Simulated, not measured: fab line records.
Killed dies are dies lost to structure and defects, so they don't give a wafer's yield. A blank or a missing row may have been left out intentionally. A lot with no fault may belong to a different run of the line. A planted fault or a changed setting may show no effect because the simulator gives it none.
Matching of chambers :: flow nand_harc :: NHARC_A_CONTACT_ETCH_110 on rie_diel-02 has 4 sister chambers
The step etches the open film in CF4/O2, target depth 60 nm, overetch 6 nm, time 33 s. 18 wafers are shown with their chamber, then 9 later ones without.

== WAFERS WITH THEIR CHAMBER ==
wafer: L686.1
chamber: 1
drypump_motor_current_A (A): 5.8
showerhead_plenum_p_Torr (Torr): 1.33
oes_product_au (a.u.): 1.011

wafer: L686.3
chamber: 2
drypump_motor_current_A (A): 5.2
showerhead_plenum_p_Torr (Torr): 1.23
oes_product_au (a.u.): 0.997

wafer: L686.5
chamber: 0
drypump_motor_current_A (A): 4.9
showerhead_plenum_p_Torr (Torr): 1.34
oes_product_au (a.u.): 1.008

wafer: L687.2
chamber: 2
drypump_motor_current_A (A): 5.2
showerhead_plenum_p_Torr (Torr): 1.23
oes_product_au (a.u.): 0.998

wafer: L687.3
chamber: 1
drypump_motor_current_A (A): 5.8
showerhead_plenum_p_Torr (Torr): 1.33
oes_product_au (a.u.): 1.015

wafer: L687.4
chamber: 0
drypump_motor_current_A (A): 4.9
showerhead_plenum_p_Torr (Torr): 1.34
oes_product_au (a.u.): 1.027

wafer: L688.1
chamber: 2
drypump_motor_current_A (A): 5.2
showerhead_plenum_p_Torr (Torr): 1.23
oes_product_au (a.u.): 1.015

wafer: L688.3
chamber: 0
drypump_motor_current_A (A): 4.8
showerhead_plenum_p_Torr (Torr): 1.34
oes_product_au (a.u.): 1.023

wafer: L688.4
chamber: 0
drypump_motor_current_A (A): 4.9
showerhead_plenum_p_Torr (Torr): 1.34
oes_product_au (a.u.): 1.030

wafer: L691.1
chamber: 2
drypump_motor_current_A (A): 5.2
showerhead_plenum_p_Torr (Torr): 1.23
oes_product_au (a.u.): 1.015

wafer: L691.4
chamber: 0
drypump_motor_current_A (A): 4.9
showerhead_plenum_p_Torr (Torr): 1.34
oes_product_au (a.u.): 1.013

wafer: L691.6
chamber: 2
drypump_motor_current_A (A): 5.2
showerhead_plenum_p_Torr (Torr): 1.23
oes_product_au (a.u.): 1.018

wafer: L695.3
chamber: 2
drypump_motor_current_A (A): 5.2
showerhead_plenum_p_Torr (Torr): 1.44
oes_product_au (a.u.): 0.993

wafer: L695.4
chamber: 3
drypump_motor_current_A (A): 6.5
showerhead_plenum_p_Torr (Torr): 1.31
oes_product_au (a.u.): 1.005

wafer: L695.5
chamber: 0
drypump_motor_current_A (A): 4.9
showerhead_plenum_p_Torr (Torr): 1.34
oes_product_au (a.u.): 1.019

wafer: L700.1
chamber: 0
drypump_motor_current_A (A): 4.8
showerhead_plenum_p_Torr (Torr): 1.34
oes_product_au (a.u.): 1.015

wafer: L700.2
chamber: 3
drypump_motor_current_A (A): 6.5
showerhead_plenum_p_Torr (Torr): 1.31
oes_product_au (a.u.): 1.007

wafer: L700.3
chamber: 1
drypump_motor_current_A (A): 5.7
showerhead_plenum_p_Torr (Torr): 1.32
oes_product_au (a.u.): 1.012

SIGNATURES (averages over the wafers above)
reading: drypump_motor_current_A
chamber 0: 4.871
chamber 1: 5.767
chamber 2: 5.200
chamber 3: 6.500
scatter within a chamber: 0.0387

reading: showerhead_plenum_p_Torr
chamber 0: 1.3400
chamber 1: 1.3267
chamber 2: 1.2650
chamber 3: 1.3100
scatter within a chamber: 0.0513

reading: oes_product_au
chamber 0: 1.01929
chamber 1: 1.01267
chamber 2: 1.00600
chamber 3: 1.00600
scatter within a chamber: 0.00847
Rule: for a wafer and a chamber, the distance is found by dividing, reading by reading, the gap between the wafer's reading and the chamber's mean by the reading's scatter, squaring, summing and taking the root. If the next closest chamber is less than 2 further off than the closest, the wafer can't be placed; otherwise it belongs to the closest. The scatter: the root of (the sum of the squares of (reading less its chamber's mean) over the shown wafers, divided by (wafers less chambers)).

== WAFERS MISSING THEIR CHAMBER ==
wafer: L705.3
drypump_motor_current_A (A): 5.8
showerhead_plenum_p_Torr (Torr): 1.32
oes_product_au (a.u.): 0.999

wafer: L705.4
drypump_motor_current_A (A): 4.9
showerhead_plenum_p_Torr (Torr): 1.34
oes_product_au (a.u.): 1.016

wafer: L705.5
drypump_motor_current_A (A): 5.7
showerhead_plenum_p_Torr (Torr): 1.32
oes_product_au (a.u.): 1.012

wafer: L706.1
drypump_motor_current_A (A): 6.4
showerhead_plenum_p_Torr (Torr): 1.31
oes_product_au (a.u.): 1.006

wafer: L706.5
drypump_motor_current_A (A): 5.2
showerhead_plenum_p_Torr (Torr): 1.44
oes_product_au (a.u.): 1.004

wafer: L706.6
drypump_motor_current_A (A): 5.8
showerhead_plenum_p_Torr (Torr): 1.32
oes_product_au (a.u.): 1.016

wafer: L709.1
drypump_motor_current_A (A): 6.5
showerhead_plenum_p_Torr (Torr): 1.31
oes_product_au (a.u.): 1.010

wafer: L709.4
drypump_motor_current_A (A): 5.2
showerhead_plenum_p_Torr (Torr): 1.44
oes_product_au (a.u.): 0.986

wafer: L709.5
drypump_motor_current_A (A): 6.5
showerhead_plenum_p_Torr (Torr): 1.30
oes_product_au (a.u.): 1.009

== THE CHAMBER EACH PASSED THROUGH ==
wafer: L705.3
from the rows above: 1
in truth: 1

wafer: L705.4
from the rows above: 0
in truth: 0

wafer: L705.5
from the rows above: 1
in truth: 1

wafer: L706.1
from the rows above: 3
in truth: 3

wafer: L706.5
from the rows above: 2
in truth: 2

wafer: L706.6
from the rows above: 1
in truth: 1

wafer: L709.1
from the rows above: 3
in truth: 3

wafer: L709.4
from the rows above: 2
in truth: 2

wafer: L709.5
from the rows above: 3
in truth: 3
Correctly placed: 9 of 9. Can't be placed from these rows: 0. 0 placed wrongly.
